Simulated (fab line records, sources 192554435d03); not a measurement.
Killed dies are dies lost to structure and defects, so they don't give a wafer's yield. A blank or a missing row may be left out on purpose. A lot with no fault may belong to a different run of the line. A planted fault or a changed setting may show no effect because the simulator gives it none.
Comparing a struck lot with a sound one | flow n5-finfet | 17 out of 1938 route steps
Sound: wafers L256.2, L256.5, L256.6. Struck: wafers L260.1, L260.3, L260.4. Last of all comes the cause.
For every step that has rows: the tool of each side, followed by ch and its chambers, followed by its first start. Under that, the readings that differ: sound wafers | struck wafers | difference of the means | sigmas: that difference in standard deviations of wafers without a fault.
alike: readings with means less than 2 such deviations apart, plus words and numbers identical on both sides. not compared: withheld readings, readings lacking a value on some wafer, bounds such as >300 that could conceal the same value, and numbers that have no deviation in the record and whose values overlap.
A row with sigmas, a row that says differs or no value, or rows on one side alone: a step with any of these is where the two part. Non-overlapping numbers with no deviation appear without sigmas and do not part them. A reading that every wafer of one side lacks parts them only if that side has two wafers or more.

first, 4 steps without rows for these wafers: N5_BEOL_M9_HM_STRIP_39 (strips TiN in peroxide tin strip, target depth 25 nm, time 158 s); N5_BEOL_M9_SRD_40 (time 30 s); N5_BEOL_M9_PRECLEAN_42 (cleans in residue remover, time 60 s); N5_BEOL_M9_SRD_43 (time 30 s).
N5_BEOL_M9_CD_MEAS_35: target cd 70 nm, target cd y 40 nm.
  sound on cd-sem-03, day 12 04:46; struck on cd-sem-02, day 13 17:40
  alike: cd-nm
then, 1 step without rows for these wafers: N5_BEOL_M9_CURE_72 (cures SiCOH lowk, time 120 s).
N5_BEOL_M9_DEGAS_44: time 60 s.
  sound on pvd-sputter-02, day 12 07:36; struck on pvd-sputter-03, day 13 18:02
  alike: heater-power-w
N5_BEOL_M9_PRE_CLEAN_45: time 30 s.
  sound on pvd-sputter-02, day 12 07:38; struck on pvd-sputter-03, day 13 18:04
  alike: heater-power-w
N5_BEOL_M9_ALD_74: deposits TaN, target thk 2 nm, pulse time 2 s, purge time 3 s.
  sound on ald-metal-02 ch 2,3, day 12 07:42; struck on ald-metal-02 ch 1,2,3, day 13 18:08
  alike: heater-power-w
  not compared: since-wet-clean-h
then, 2 steps without rows for these wafers: N5_BEOL_M9_SURFACE_TREAT_79; N5_BEOL_M9_CVD_78 (deposits Co from CCTBA/H2, target thk 2 nm, time 138.9 s).
N5_BEOL_M9_SPUTTER_48: material Cu, target thk 12 nm, time 2 s.
  sound on pvd-sputter-01, day 12 08:15; struck on pvd-sputter-02, day 13 19:20
  alike: chamber-pressure-pa, chuck-gas-flow-sccm, chuck-sensor-temp-C, throttle-valve-pct
N5_BEOL_M9_ECD_50: material Cu, target thk 318 nm.
  sound on ecd-cu-02 ch 0,1, day 12 08:22; struck on ecd-cu-02 ch 0,1, day 13 19:51
N5_BEOL_M9_ANNEAL_51: time 90 s.
  sound on rtp-anneal-01 ch 0, day 12 08:32; struck on rtp-anneal-01 ch 0, day 13 19:58
  alike: wafer_temp_C_max
N5_BEOL_M9_CMP_52: polishes, stops on SiCOH lowk, t overpolish 7 s, target thk 140 nm.
  sound on cmp-03 ch 0,2,3, day 12 08:53; struck on cmp-03 ch 0,1,3, day 13 20:16
  reading                | sound    | struck      | difference | sigmas
  time-to-endpoint-s (s) | 69 68 60 | 140 137 130 | +70        | +15
  alike: barrier-field-endpoint-s, motor-current-A, overpolish-run-s
N5_BEOL_M9_THK_MEAS_53: measures by xrf.
  sound on film-metro-02, day 12 09:04; struck on film-metro-01, day 13 20:34
  alike: M9_THK
after that, 1 step had no rows for these wafers: N5_PASSIVATION_PROBE_49.

## WHERE THEY PART
Only at N5_BEOL_M9_CMP_52, within this record. Later steps at which nothing parts them and some readings are alike: N5_BEOL_M9_THK_MEAS_53.

WHY: whatever the simulator had introduced
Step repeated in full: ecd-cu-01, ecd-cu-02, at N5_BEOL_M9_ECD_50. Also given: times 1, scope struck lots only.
